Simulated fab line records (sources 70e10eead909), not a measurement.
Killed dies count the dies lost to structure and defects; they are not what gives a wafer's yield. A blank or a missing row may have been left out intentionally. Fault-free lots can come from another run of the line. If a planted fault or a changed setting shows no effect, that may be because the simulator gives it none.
What tool caused it?	flow nand_harc	33 wafers from 11 lots sampled at 5 of the route's 1302 steps

WHAT THE GAUGES SHOWED, per wafer
NHARC_END_SORT_01.
lot	measured	on	killed_at_periphery
L494	day 28 17:14	prober-02	611 624 621
L495	day 30 16:32	prober-02	608 605 609
L500	day 31 09:53	prober-01	0 2 0
L501	day 31 18:24	prober-02	3 4 4
L504	day 32 07:33	prober-01	3 3 3
L505	day 32 17:38	prober-01	7 5 7
L506	day 32 21:37	prober-02	4 6 5
L508	day 34 01:23	prober-02	8 4 1

TOOL THAT RAN EACH LOT (tool first, then ch and the chambers of the sampled wafers, then the start)
lot	NHARC_P_ZERO_WELL_ETCH_65	NHARC_P_ZERO_WELL_ETCH_62	NHARC_P_ZERO_WELL_DESCUM_26	NHARC_P_STI_HM_DEP_30
L486	rie_diel-06 ch 0,1, day 1 21:29	rie_diel-06 ch 2,3, day 1 22:38 or earlier	rie_diel-10 ch 0,2, day 1 22:38	lpcvd-02 ch 1, day 2 14:45
L489	rie_diel-06 ch 0,2,3, day 3 03:35	rie_diel-06 ch 0,2,3, day 3 04:52 or earlier	rie_diel-10 ch 0,1,3, day 3 04:52	lpcvd-02 ch 0, day 3 21:28
L494	rie_diel-06 ch 1,2, day 5 05:29	rie_diel-06 ch 2,3, day 5 06:46 or earlier	rie_diel-06 ch 0,1,3, day 5 06:46	lpcvd-02 ch 0, day 5 22:11
L495	rie_diel-06 ch 0,2,3, day 5 15:29	rie_diel-06 ch 0,1,2, day 5 16:37 or earlier	rie_diel-10 ch 0,1,2, day 5 16:37	lpcvd-02 ch 0, day 6 09:13
L500	rie_diel-10 ch 0,2,3, day 7 17:32	rie_diel-10 ch 0,1,3, day 7 18:40 or earlier	rie_diel-06 ch 0,1,2, day 7 18:40	lpcvd-02 ch 1, day 8 10:34
L501	rie_diel-06 ch 1,2,3, day 8 03:31	rie_diel-06 ch 0,3, day 8 04:47 or earlier	rie_diel-10 ch 0,1, day 8 04:47	lpcvd-01 ch 0, day 8 20:19
L504	rie_diel-06 ch 0,3, day 9 09:32	rie_diel-06 ch 1,2,3, day 9 10:48 or earlier	rie_diel-01 ch 0,2,3, day 9 10:48	lpcvd-02 ch 1, day 10 03:16
L505	rie_diel-10 ch 0,2,3, day 9 19:30	rie_diel-10 ch 1,2,3, day 9 20:41 or earlier	rie_diel-10 ch 1,2,3, day 9 20:41	lpcvd-02 ch 0, day 10 12:47
L506	rie_diel-01 ch 0,2,3, day 10 05:41	rie_diel-01 ch 0,2,3, day 10 06:51 or earlier	rie_diel-01 ch 0,2,3, day 10 06:51	lpcvd-02 ch 0, day 10 23:36
L508	rie_diel-10 ch 0,3, day 11 01:30	rie_diel-10 ch 0,2,3, day 11 02:47 or earlier	rie_diel-01 ch 2,3, day 11 02:47	lpcvd-02 ch 1, day 11 18:50
L509	rie_diel-06 ch 0,3, day 11 11:39	rie_diel-06 ch 0,1,3, day 11 12:49 or earlier	rie_diel-06 ch 0,1,2, day 11 12:49	lpcvd-02 ch 0, day 12 04:17
- NHARC_P_ZERO_WELL_ETCH_65: etches the open film in N2/H2, target depth 80 nm, overetch 24 nm, time 87.88 s.
- NHARC_P_ZERO_WELL_ETCH_62: etches the open film in CHF3/Ar, target depth 13 nm, time 6.5 s.
- NHARC_P_ZERO_WELL_DESCUM_26: chemistry O2, time 3 s.
- NHARC_P_STI_HM_DEP_30: deposits Si3N4, target thk 80 nm, time 873 s.

THE ANSWER, worked out from the rows above alone
Rule: what is usual is taken from the lots themselves. The widest of any qualifying gaps counts: lots, ordered by their means at a reading, are off when they make up no more than a third of the lots, leave a main group of 4 or more, and stand apart from it by 3 or more times the standard deviation of that group's means. A main group is skipped when, at the precision printed for the reading in the tables above, its means are all equal. A lot without any number at a reading at which 4 lots or more have one is off too. All remaining lots with rows at the step are treated as sound.
Off: L494, L495 (NHARC_END_SORT_01, killed_at_periphery). Main group: mean 3.8, sd 1.8. Neither off nor sound, because the step has no rows for them: L486, L489, L509.
A tool fits if, at a process step before that reading, it ran every lot that is off, and no sound lot after the first of them. Those tools and the gauges at NHARC_END_SORT_01 are tried in the same way. Because NHARC_P_ZERO_WELL_ETCH_62 lacks a start for some lots, the hours and order of its lots are taken from NHARC_P_ZERO_WELL_DESCUM_26. No candidate that was tried fits.

WHAT HAD BEEN PUT IN BY THE SIMULATOR
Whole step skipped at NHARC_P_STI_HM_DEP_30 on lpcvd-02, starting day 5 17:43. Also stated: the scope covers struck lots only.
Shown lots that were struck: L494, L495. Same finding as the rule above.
